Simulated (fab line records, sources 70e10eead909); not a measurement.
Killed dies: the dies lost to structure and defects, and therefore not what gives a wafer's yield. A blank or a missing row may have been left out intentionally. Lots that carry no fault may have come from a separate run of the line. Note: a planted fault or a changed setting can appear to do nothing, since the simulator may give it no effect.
Comparing a struck lot with a sound one || flow nand-harc || 15 out of 1159 route steps
Sound: these wafers, L510.3, L510.4, L510.5. Struck: wafer L518.1. (L518.2, L518.5 of the same lot were not struck and are left out.) The cause comes at the end.
At each step with rows: each side's tool, then ch and its chambers, then its first start. Under that, the readings that differ: sound wafers || struck wafers || difference of the means || sigmas: that difference in standard deviations of wafers without a fault.
alike: readings whose means differ by less than 2 such deviations, and words and numbers that are the same on both sides. not compared: withheld readings, readings that some wafer has no value for, bounds like >300 that may hide the same value, and numbers for which the record gives no deviation and whose values overlap.
A row with sigmas, a row that says differs or no value, or rows on one side alone: a step with any of these is where the two part. Non-overlapping numbers with no deviation appear without sigmas and do not part them. A reading that every wafer of one side lacks parts them only if that side has two wafers or more.

first, 9 steps without rows for these wafers: NHARC_THIN_TSV_PVD_24 (deposits Al, target thk 800 nm); NHARC_THIN_TSV_DEHYDRATE_25 (time 120 s); NHARC_THIN_TSV_HMDS_26 (time 30 s); NHARC_THIN_TSV_COAT_27; NHARC_THIN_TSV_SOFTBAKE_28 (time 95 s); NHARC_THIN_TSV_EBR_29; NHARC_THIN_TSV_EXPOSE_30 (exposes mask PAD); NHARC_THIN_TSV_PEB_31 (peb time 85 s); NHARC_THIN_TSV_DEVELOP_32 (time 70 s).
NHARC_THIN_TSV_CD_MEAS_33: the cd target is 5000 nm.
  sound on cd-sem-03 ch 0, day 21 06:32; struck on cd-sem-02 ch 0, day 23 13:16
  alike: cd-nm
then, 1 step without rows for these wafers: NHARC_THIN_TSV_HARDBAKE_34 (time 80 s).
NHARC_THIN_TSV_DESCUM_35: chemistry O2, time 3 s.
  sound on rie-diel-05 ch 1,3, day 21 06:43; struck on rie-diel-07 ch 0, day 23 13:26
{"reading": "drypump-motor-current-A (A)", "sound": "5.2 5.9 5.1", "struck": 6.4, "difference": "+1.0", "sigmas": "+3"}
{"reading": "throttle-valve-pct (%)", "sound": "11.305 11.302 11.299", "struck": 11.323, "difference": "+0.021", "sigmas": "+2"}
  alike: oes-product-au, rf-vpp-V, showerhead-plenum-p-Torr
  not compared: rf-hours-counter-h
NHARC_THIN_TSV_ETCH_59: etches the open film in Cl2/BCl3, target depth 880 nm, time 138.1 s.
  sound on rie-metal-03 ch 0,1, day 21 06:55; struck on rie-metal-03 ch 0, day 23 13:33
{"reading": "oes-product-au (a.u.)", "sound": "1.021 1.022 1.006", "struck": 0.917, "difference": -0.099, "sigmas": -10}
{"reading": "rf-hours-counter-h (h)", "sound": "- - -", "struck": 2.4, "difference": "no value on the sound wafers", "sigmas": ""}
  alike: drypump-motor-current-A, he-backside-leak-sccm, throttle-valve-pct
NHARC_THIN_TSV_ETCH_36: etches the open film in Cl2/BCl3, target depth 65 nm, time 18.571 s.
  sound on rie-metal-03 ch 0,1, day 21 07:07; struck on rie-metal-03 ch 1, day 23 13:49
{"reading": "rf-hours-counter-h (h)", "sound": "- - -", "struck": 2.6, "difference": "no value on the sound wafers", "sigmas": ""}
  alike: drypump-motor-current-A, he-backside-leak-sccm, oes-product-au
NHARC_END_SORT_01:
  only the struck wafers appear in the record here, on prober-02 ch 0 at day 24 03:44; the sound ones have no rows

WHERE THEY PART
At NHARC_THIN_TSV_DESCUM_35 first; at NHARC_END_SORT_01 last (within this record only).

WHY: what had been put in by the simulator
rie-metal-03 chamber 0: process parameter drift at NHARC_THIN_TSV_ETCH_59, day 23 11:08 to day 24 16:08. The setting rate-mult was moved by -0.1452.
